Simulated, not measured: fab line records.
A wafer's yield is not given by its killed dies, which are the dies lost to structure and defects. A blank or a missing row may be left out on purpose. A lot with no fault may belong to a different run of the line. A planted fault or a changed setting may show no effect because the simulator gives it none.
The tool behind it: which one?	flow n5 finfet	36 wafers from 12 lots sampled at 5 of the route's 1938 steps

WHAT EACH GAUGE READ, for each wafer
N5_BEOL_M1_OCD_MEAS_38.
lot	measured	on	trench depth nm (nm)
L075	day 6 14:11	ocd-01	54.2 54.2 53.6
L077	day 7 02:07	ocd-02	55.0 53.9 53.9
L079	day 7 10:41	ocd-02	54.6 53.7 56.6
L081	day 7 23:49	ocd-01	55.9 56.8 56.1
L083	day 8 13:59	ocd-01	56.6 54.6 54.2
L085	day 9 07:31	ocd-01	54.7 56.0 54.2
L087	day 9 14:37	ocd-01	53.6 55.2 53.3
L089	day 10 00:15	ocd-02	54.2 56.2 53.8
L091	day 10 07:49	ocd-01	53.3 54.5 53.1
L092	day 11 10:21	ocd-02	55.3 55.9 55.3
L095	day 11 22:57	ocd-01	54.4 54.9 54.2
L097	day 12 08:58	ocd-01	55.5 55.6 55.9

TOOL THAT RAN EACH LOT (tool first, then ch and the chambers of the sampled wafers, then the start)
lot	N5_BEOL_M0_CO_CAP_123	N5_BEOL_M1_ETCH_74	N5_BEOL_M1_ETCH_69	N5_BEOL_M1_STRIP_97
L075	cvd co-01 ch 0,1, day 6 09:38	rie diel-03 ch 0,1,2, day 6 11:22	rie diel-03 ch 1,2, day 6 12:28	rie diel-03 ch 0,1, day 6 14:11 or earlier
L077	cvd co-01 ch 0,1,2, day 6 19:53	rie diel-06 ch 0,2,3, day 6 22:26	rie diel-03 ch 0,1, day 6 23:19	rie diel-03 ch 0,1, day 7 02:07 or earlier
L079	cvd co-01 ch 0,2, day 7 05:31	rie diel-03 ch 0,2,3, day 7 06:29	rie diel-06 ch 0,1,2, day 7 07:30	rie diel-01 ch 0,1,2, day 7 10:41 or earlier
L081	cvd co-01 ch 1,2, day 7 17:24	rie diel-01 ch 0,3, day 7 19:40	rie diel-06 ch 0,1,3, day 7 20:46	rie diel-06 ch 0,3, day 7 23:49 or earlier
L083	cvd co-01 ch 0,1,2, day 8 09:08	rie diel-06 ch 0,1,2, day 8 11:40	rie diel-01 ch 0,2,3, day 8 12:36	rie diel-03 ch 0,3, day 8 13:59 or earlier
L085	cvd co-02 ch 0,1,2, day 9 02:59	rie diel-06 ch 0,1,2, day 9 04:16	rie diel-06 ch 0,1,3, day 9 05:36	rie diel-03 ch 2,3, day 9 07:31 or earlier
L087	cvd co-02 ch 0,1,2, day 9 09:19	rie diel-06 ch 0,1,3, day 9 11:47	rie diel-03 ch 1,2,3, day 9 12:53	rie diel-03 ch 1,2,3, day 9 14:37 or earlier
L089	cvd co-01 ch 1,2, day 9 17:52	rie diel-06 ch 0,3, day 9 19:49	rie diel-03 ch 0,1,2, day 9 20:53	rie diel-03 ch 0,2,3, day 10 00:15 or earlier
L091	cvd co-02 ch 0,1, day 10 02:02	rie diel-01 ch 0,1,2, day 10 03:34	rie diel-03 ch 0,3, day 10 04:28	rie diel-03 ch 0,2, day 10 07:49 or earlier
L092	cvd co-01 ch 0,1, day 10 21:32	rie diel-01 ch 1,3, day 10 23:20	rie diel-06 ch 0,1, day 11 00:14	rie diel-06 ch 0,1, day 11 10:21 or earlier
L095	cvd co-01 ch 0, day 11 13:18	rie diel-03 ch 0,2,3, day 11 17:01	rie diel-03 ch 0,1, day 11 18:16	rie diel-03 ch 1,2, day 11 22:57 or earlier
L097	cvd co-02 ch 1,2, day 12 02:55	rie diel-01 ch 1,3, day 12 06:00	rie diel-03 ch 1,2, day 12 07:01	rie diel-06 ch 1,3, day 12 08:58 or earlier
- N5_BEOL_M0_CO_CAP_123: material Co, precursor CCTBA/H2, target thk 2 nm, time 102.1 s.
- N5_BEOL_M1_ETCH_74: etches underlayer in N2/H2, target depth 6.5 nm, time 5.2 s.
- N5_BEOL_M1_ETCH_69: etches SiARC in CF4, target depth 15.6 nm, time 26 s.
- N5_BEOL_M1_STRIP_97: strips in N2/H2, time 10 s.

THE ANSWER, worked out from the rows above alone
Rule: usual is defined by the lots themselves. Put in order of their means at a reading, lots are off if they are a third of the lots or fewer, leave a main group of 4 or more, and stand apart from it by a gap of 3 or more times the standard deviation of the main group's means; of several such gaps the widest counts. The tables above print the reading to a certain number of digits; a main group whose means all agree to those digits is not used. A lot without any number at a reading at which 4 lots or more have one is off too. The other lots that the step has rows for count as sound.
Across all readings shown, no lot is off: no conclusion can be drawn from this.

WHAT THE SIMULATOR HAD PUT IN
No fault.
